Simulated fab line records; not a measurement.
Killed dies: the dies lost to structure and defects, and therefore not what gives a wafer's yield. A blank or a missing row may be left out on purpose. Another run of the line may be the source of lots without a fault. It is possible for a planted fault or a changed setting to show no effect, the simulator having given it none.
A struck lot beside a sound one || flow n5 finfet || 36 steps out of a route of 1938
Sound: wafers L142.1, L142.2, L142.5. Struck: wafer L154.1 (left out: L154.5, a lot-mate that was not struck); the cause follows at the end.
Order at every step that has rows: each side's tool, ch and its chambers, its first start. Under that, the readings that differ: sound wafers || struck wafers || difference of the means || sigmas: that difference in standard deviations of wafers without a fault.
alike: a reading whose means differ by less than 2 such deviations, as well as words and numbers matching on both sides. not compared: withheld readings; readings where some wafer has no value; bounds like >300 that might hide an equal value; numbers whose values overlap and for which the record gives no deviation.
The two part at a step that has a row with sigmas, a row that says differs or no value, or rows on one side only. Numbers that have no deviation but don't overlap get no sigmas and don't part them. A reading that every wafer of one side lacks parts them only if that side has two wafers or more.

first, 9 steps without rows for these wafers: N5_FIN_SAQP_PRECLEAN_42 (cleans in O3/DIW, time 60 s); N5_FIN_SAQP_PRECLEAN_00 (cleans in SC1, time 60 s); N5_FIN_SAQP_PRECLEAN_44 (cleans in SC2, time 45 s); N5_FIN_SAQP_SRD_01 (time 30 s); N5_FIN_SAQP_ALD_61 (deposits SiO2, target thk 4 nm, pulse time 1 s, purge time 2 s); N5_FIN_SAQP_DENSIFY_62 (time 60 s); N5_FIN_SAQP_HM_DEP_03 (deposits SiNx from SiH4/NH3/N2, target thk 38 nm, time 33.6 s); N5_FIN_SAQP_PECVD_47 (deposits a-Si from SiH4/He, target thk 45 nm, time 36.3 s); N5_FIN_SAQP_PECVD_48 (deposits SiNx from SiH4/NH3/N2, target thk 25 nm, time 22.1 s).
N5_FIN_SAQP_PECVD_06: deposits a-Si from SiH4/He, target thk 60 nm, time 48.1 s.
  sound on pecvd-02 ch 0,1, day 1 21:06; struck on pecvd-02 ch 1, day 4 21:23
{"reading": "model.a-Si_of_FIN_SAQP_PECVD_06.thk nm (nm)", "sound": "59.42 59.02 59.75", "struck": 64.72, "difference": "+5.32", "sigmas": ""}
  alike: chamber pressure Torr, heater power w, showerhead plenum p Torr, throttle valve pct
N5_FIN_SAQP_THK_MEAS_07:
  sound on film metro-01 at day 1 21:11; struck on film metro-02 at day 4 21:29
{"reading": "thk nm (nm)", "sound": "59.4 59.0 59.7", "struck": 64.8, "difference": "+5.4", "sigmas": "+5"}
then, 15 steps without rows for these wafers: N5_FIN_SAQP_HM_DEP_72 (deposits SiO2 from SiH4/N2O, target thk 12 nm, time 7.2 s); N5_FIN_SAQP_COAT_49 (time 60 s, resist thk 100 nm); N5_FIN_SAQP_COAT_50 (time 60 s, resist thk 35 nm); N5_FIN_SAQP_COAT_10 (resist thk 90 nm); N5_FIN_SAQP_EBR_12; N5_FIN_SAQP_SOFTBAKE_11 (time 60 s); N5_FIN_SAQP_EXPOSE_13 (exposes mask FIN CORE, target cd 35.6 nm); N5_FIN_SAQP_PEB_14 (peb time 60 s); N5_FIN_SAQP_DEVELOP_15 (develop time 30 s); N5_FIN_SAQP_DESCUM_21 (chemistry O2, time 7.9 s); N5_FIN_SAQP_ETCH_51 (etches SiARC in CF4, target depth 45.5 nm, time 75.8 s); N5_FIN_SAQP_ETCH_52 (etches SOC in N2/H2, target depth 100 nm, overetch 20 nm, time 150 s); N5_FIN_SAQP_STRIP_53 (strips in N2/H2); N5_FIN_SAQP_HM_OPEN_73 (chemistry CHF3/O2, target SiO2, stops on a-Si, target depth 12 nm, time 16.8 s); N5_FIN_SAQP_STRIP_74 (strips in CHF3/O2).
N5_FIN_SAQP_MANDREL_ETCH_22: etches a-Si in HBr/Cl2, stops on SiNx, target depth 60 nm, bt time 10 s, time 30 s.
  sound on rie si-01 ch 0,3, day 1 22:04; struck on rie si-06 ch 2, day 4 22:13
{"reading": "oes product au (a.u.)", "sound": "0.762 0.751 0.771", "struck": 0.812, "difference": "+0.051", "sigmas": "+4"}
{"reading": "model.etch.depth nm (nm)", "sound": "59.42 59.02 59.75", "struck": 64.72, "difference": "+5.32", "sigmas": ""}
  alike: HBr_flow_sccm, chamber pressure mTorr, drypump motor current A, mfc cl2 sccm, throttle valve pct
  not compared: rf hours counter h
then, 5 steps without rows for these wafers: N5_FIN_SAQP_STRIP_55 (strips in N2/H2); N5_FIN_SAQP_STRIP_23 (strips in SPM, time 750 s); N5_FIN_SAQP_SRD_66 (time 30 s); N5_FIN_SAQP_RECESS_75 (chemistry HF/NH3, target SiO2, target depth 14.4 nm, afs cycles 3, sublimation time 60 s); N5_FIN_SAQP_SPACER1_ALD_24 (deposits SiO2, target thk 20.3 nm, pulse time 1 s, purge time 2 s).
N5_FIN_SAQP_SPACER1_ETCHBACK_25: etches SiO2 in CHF3/O2, target depth 24.4 nm, time 12.2 s.
  sound on rie diel-01 ch 2,3, day 1 23:38; struck on rie diel-01 ch 0, day 5 00:49
{"reading": "model.a-Si_of_FIN_SAQP_PECVD_06.thk nm (nm)", "sound": "58.4 58.2 58.8", "struck": 63.8, "difference": "+5.3", "sigmas": ""}
  alike: CHF3_flow_sccm, chamber pressure mTorr, drypump motor current A, oes_o_777_au, oes product au, rf vpp V, showerhead plenum p Torr, throttle valve pct
  not compared: rf hours counter h
then, 1 step without rows for these wafers: N5_FIN_SAQP_MANDREL1_REMOVE_56 (chemistry HBr/Cl2/O2, target a-Si, stops on SiNx, bt time 10 s).
-- a jump in the record: the struck wafers' starts before and after are 7 days apart (it breaks off in module FIN_SAQP and resumes in module BEOL_M4, where the first step shown is number 1111 of the route) --
N5_BEOL_M4_RC_MEAS_101:
  sound on prober-01 ch 0, day 8 12:03; struck on prober-02 ch 0, day 11 20:43
  alike: DIBL_N, DIBL_P, IOFF_N, IOFF_P, ION_N, ION_P, SS_N, SS_P, VT_N, VT_P
-- the record jumps here: 4 days lie between the struck wafers' starts before and after (it left off in module BEOL_M4 and takes up again in module PASSIVATION, whose first step shown is number 1936 of the route) --
N5_PASSIVATION_PROBE_49:
  only the struck wafers here have rows in the record (prober-01, day 16 02:13); the sound ones have none

WHERE THEY PART
Earliest at N5_FIN_SAQP_THK_MEAS_07; latest, in this record, at N5_PASSIVATION_PROBE_49.

WHY: the cause the simulator had injected
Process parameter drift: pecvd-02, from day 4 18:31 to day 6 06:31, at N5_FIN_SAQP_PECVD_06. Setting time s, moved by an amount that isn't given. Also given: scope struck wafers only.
